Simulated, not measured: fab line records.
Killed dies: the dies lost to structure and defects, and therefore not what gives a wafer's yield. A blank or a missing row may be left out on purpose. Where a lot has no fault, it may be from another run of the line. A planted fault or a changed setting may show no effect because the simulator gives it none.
Which tool is to blame? | flow nand_harc | 42 wafers from 14 lots sampled at 4 of the route's 1159 steps

## WHAT THE GAUGES SHOWED, per wafer
Not one reading of a measure or inspect step in the record can be checked against a usual standard deviation.

## WHICH TOOL RAN EACH LOT (tool, then ch and the chambers of the sampled wafers, then the start)
lot  | NHARC_A_STAIRCASE_ETCH_201                    | NHARC_A_STAIRCASE_ETCH_203                    | NHARC_A_STAIRCASE_PEB_248         | NHARC_A_STAIRCASE_DESCUM_252
L720 | rie_diel-01 ch 0,3, day 11 17:04 or earlier   | rie_diel-01 ch 0,2, day 11 17:04 or earlier   | litho_track-05 ch 0, day 11 17:04 | rie_diel-10 ch 1,2, day 11 17:24
L721 | rie_diel-12 ch 0,1,3, day 11 21:26 or earlier | rie_diel-12 ch 2,3, day 11 21:26 or earlier   | litho_track-02 ch 0, day 11 21:26 | rie_diel-10 ch 1,2, day 11 21:47
L726 | rie_diel-10 ch 0,1,3, day 12 10:34 or earlier | rie_diel-10 ch 0,3, day 12 10:34 or earlier   | litho_track-03 ch 0, day 12 10:34 | rie_diel-10 ch 2,3, day 12 10:53
L727 | rie_diel-10 ch 0,2,3, day 12 23:30 or earlier | rie_diel-10 ch 1,2,3, day 12 23:30 or earlier | litho_track-03 ch 0, day 12 23:30 | rie_diel-01 ch 0,1,3, day 12 23:49
L729 | rie_diel-10 ch 1,2,3, day 13 12:10 or earlier | rie_diel-10 ch 2,3, day 13 12:10 or earlier   | litho_track-03, day 13 12:10      | rie_diel-10 ch 0,1,3, day 13 12:28
L728 | rie_diel-01 ch 0,1,3, day 13 12:34 or earlier | rie_diel-01 ch 0,1,3, day 13 12:34 or earlier | litho_track-05, day 13 12:34      | rie_diel-10 ch 0,1,3, day 13 12:54
L730 | rie_diel-10 ch 1,2, day 14 01:49 or earlier   | rie_diel-10 ch 2,3, day 14 01:49 or earlier   | litho_track-02 ch 0, day 14 01:49 | rie_diel-10 ch 0,3, day 14 02:10
L736 | rie_diel-01 ch 0,1,3, day 15 08:11 or earlier | rie_diel-01 ch 0,1,2, day 15 08:11 or earlier | litho_track-05 ch 0, day 15 08:11 | rie_diel-01 ch 0,1, day 15 08:30
L737 | rie_diel-12 ch 0,3, day 15 08:23 or earlier   | rie_diel-12 ch 0,1,3, day 15 08:23 or earlier | litho_track-05 ch 0, day 15 08:23 | rie_diel-01 ch 1,2, day 15 08:41
L739 | rie_diel-10 ch 0,1,3, day 15 14:28 or earlier | rie_diel-10 ch 0,1,3, day 15 14:28 or earlier | litho_track-03 ch 0, day 15 14:28 | rie_diel-01 ch 2,3, day 15 14:47
L738 | rie_diel-01 ch 0,1, day 15 13:23 or earlier   | rie_diel-01 ch 0,1,2, day 15 13:23 or earlier | litho_track-05 ch 0, day 15 13:23 | rie_diel-10 ch 1,3, day 15 13:41
L741 | rie_diel-01 ch 1,2,3, day 16 06:38 or earlier | rie_diel-01 ch 1,2, day 16 06:38 or earlier   | litho_track-03 ch 0, day 16 06:38 | rie_diel-10 ch 2,3, day 16 06:58
L742 | rie_diel-01 ch 1,2,3, day 16 06:55 or earlier | rie_diel-01 ch 0,2,3, day 16 06:55 or earlier | litho_track-02 ch 0, day 16 06:55 | rie_diel-01 ch 1,2,3, day 16 07:14
L743 | rie_diel-01 ch 0,2,3, day 17 09:53 or earlier | rie_diel-01 ch 1,2, day 17 09:53 or earlier   | litho_track-05 ch 0, day 17 09:53 | rie_diel-12 ch 0,1,2, day 17 10:13
- NHARC_A_STAIRCASE_ETCH_201: etches the open film in C4F8/O2, target depth 100 nm, time 40.5 s.
- NHARC_A_STAIRCASE_ETCH_203: etches the open film in C4F8/O2, target depth 100 nm, time 40.5 s.
- NHARC_A_STAIRCASE_PEB_248: peb time 130 s.
- NHARC_A_STAIRCASE_DESCUM_252: chemistry O2, time 3 s.

## WHAT THE TOOLS THEMSELVES READ (means of the sampled wafers that have a number; where no wafer has one, the mark that the record gives instead)
NHARC_A_STAIRCASE_ETCH_201.
lot  | tool        | oes_product_au (a.u.) | rf_vpp_V (V)
L720 | rie_diel-01 | 0.950                 | 898
L721 | rie_diel-12 | 0.939                 | 905
L726 | rie_diel-10 | 0.930                 | 892
L727 | rie_diel-10 | 0.943                 | 892
L729 | rie_diel-10 | 0.940                 | 890
L728 | rie_diel-01 | 0.943                 | 894
L730 | rie_diel-10 | 0.952                 | 888
L736 | rie_diel-01 | 0.924                 | 895
L737 | rie_diel-12 | 0.937                 | 904
L739 | rie_diel-10 | 0.950                 | 890
L738 | rie_diel-01 | 0.961                 | 894
L741 | rie_diel-01 | 0.943                 | 898
L742 | rie_diel-01 | 0.942                 | 897
L743 | rie_diel-01 | 0.950                 | 895

NHARC_A_STAIRCASE_ETCH_203.
lot  | tool        | oes_product_au (a.u.) | rf_vpp_V (V)
L720 | rie_diel-01 | 0.948                 | 892
L721 | rie_diel-12 | 0.937                 | 899
L726 | rie_diel-10 | 0.941                 | 893
L727 | rie_diel-10 | 0.943                 | 891
L729 | rie_diel-10 | 0.940                 | 893
L728 | rie_diel-01 | 0.940                 | 895
L730 | rie_diel-10 | 0.950                 | 890
L736 | rie_diel-01 | 0.938                 | 893
L737 | rie_diel-12 | 0.944                 | 905
L739 | rie_diel-10 | 0.949                 | 892
L738 | rie_diel-01 | 0.945                 | 894
L741 | rie_diel-01 | 0.939                 | 897
L742 | rie_diel-01 | 0.947                 | 894
L743 | rie_diel-01 | 0.940                 | 896

NHARC_A_STAIRCASE_PEB_248.
lot  | tool           | chill_plate_temp_C (C) | exhaust_pa (Pa)
L720 | litho_track-05 | 23.12                  | 46.0
L721 | litho_track-02 | 23.04                  | 44.1
L726 | litho_track-03 | 22.88                  | 44.7
L727 | litho_track-03 | 23.00                  | 45.1
L729 | litho_track-03 | -                      | -
L728 | litho_track-05 | -                      | -
L730 | litho_track-02 | 22.94                  | 44.9
L736 | litho_track-05 | 23.09                  | 45.9
L737 | litho_track-05 | 23.02                  | 44.3
L739 | litho_track-03 | 23.04                  | 45.2
L738 | litho_track-05 | 22.96                  | 45.2
L741 | litho_track-03 | 23.05                  | 45.2
L742 | litho_track-02 | 23.05                  | 45.1
L743 | litho_track-05 | 23.02                  | 45.1

NHARC_A_STAIRCASE_DESCUM_252.
lot  | tool        | drypump_motor_current_A (A) | oes_product_au (a.u.) | rf_vpp_V (V) | showerhead_plenum_p_Torr (Torr) | throttle_valve_pct (%)
L720 | rie_diel-10 | 5.5                         | 1.002                 | 57.4         | 1.81                            | 11.312
L721 | rie_diel-10 | 5.5                         | 1.006                 | 57.3         | 1.81                            | 11.304
L726 | rie_diel-10 | 5.1                         | 0.990                 | 57.8         | 1.86                            | 11.312
L727 | rie_diel-01 | 6.1                         | 0.993                 | 58.3         | 1.91                            | 11.310
L729 | rie_diel-10 | 5.5                         | 1.008                 | 57.8         | 1.85                            | 11.315
L728 | rie_diel-10 | 5.5                         | 1.004                 | 57.6         | 1.85                            | 11.305
L730 | rie_diel-10 | 5.4                         | 1.000                 | 57.4         | 1.87                            | 11.318
L736 | rie_diel-01 | 6.1                         | 1.001                 | 57.3         | 1.82                            | 11.323
L737 | rie_diel-01 | 6.0                         | 1.004                 | 57.5         | 1.92                            | 11.309
L739 | rie_diel-01 | 6.5                         | 0.998                 | 57.7         | 1.93                            | 11.309
L738 | rie_diel-10 | 5.6                         | 0.988                 | 57.2         | 1.82                            | 11.317
L741 | rie_diel-10 | 5.2                         | 0.999                 | 57.6         | 1.83                            | 11.308
L742 | rie_diel-01 | 6.2                         | 1.010                 | 58.2         | 1.94                            | 11.312
L743 | rie_diel-12 | 5.2                         | 0.993                 | 57.8         | 2.04                            | 11.305

## THE ANSWER, worked out from the rows above alone
Rule: usual is defined by the lots themselves. The widest of any qualifying gaps counts: lots, ordered by their means at a reading, are off when they make up no more than a third of the lots, leave a main group of 4 or more, and stand apart from it by 3 or more times the standard deviation of that group's means. Not used: any main group whose means are identical at the precision the tables above print for the reading. A lot without any number at a reading at which 4 lots or more have one is off too. Where the step has rows for the other lots, those lots are counted as sound. Order of review: gauges by route order, followed by the tools' own readings, for which a lot's mean as printed above is used. The first step at which some lot is off is used, and at that step the reading that is off furthest; a lot without a number counts as furthest.
Off at NHARC_A_STAIRCASE_PEB_248 (chill_plate_temp_C): L729, L728. Without a number there: L729, L728. Mean 23.02 C and standard deviation 0.063 in the main group.
If a tool, at that step or one of the process steps before it, ran each lot that is off and ran no sound lot following the first of them, it fits. NHARC_A_STAIRCASE_ETCH_201: start missing for some lots; hours and lot order therefore follow NHARC_A_STAIRCASE_PEB_248. NHARC_A_STAIRCASE_ETCH_203: start missing for some lots; hours and lot order therefore follow NHARC_A_STAIRCASE_PEB_248. None of those tried fits.

## WHAT THE SIMULATOR HAD INSERTED
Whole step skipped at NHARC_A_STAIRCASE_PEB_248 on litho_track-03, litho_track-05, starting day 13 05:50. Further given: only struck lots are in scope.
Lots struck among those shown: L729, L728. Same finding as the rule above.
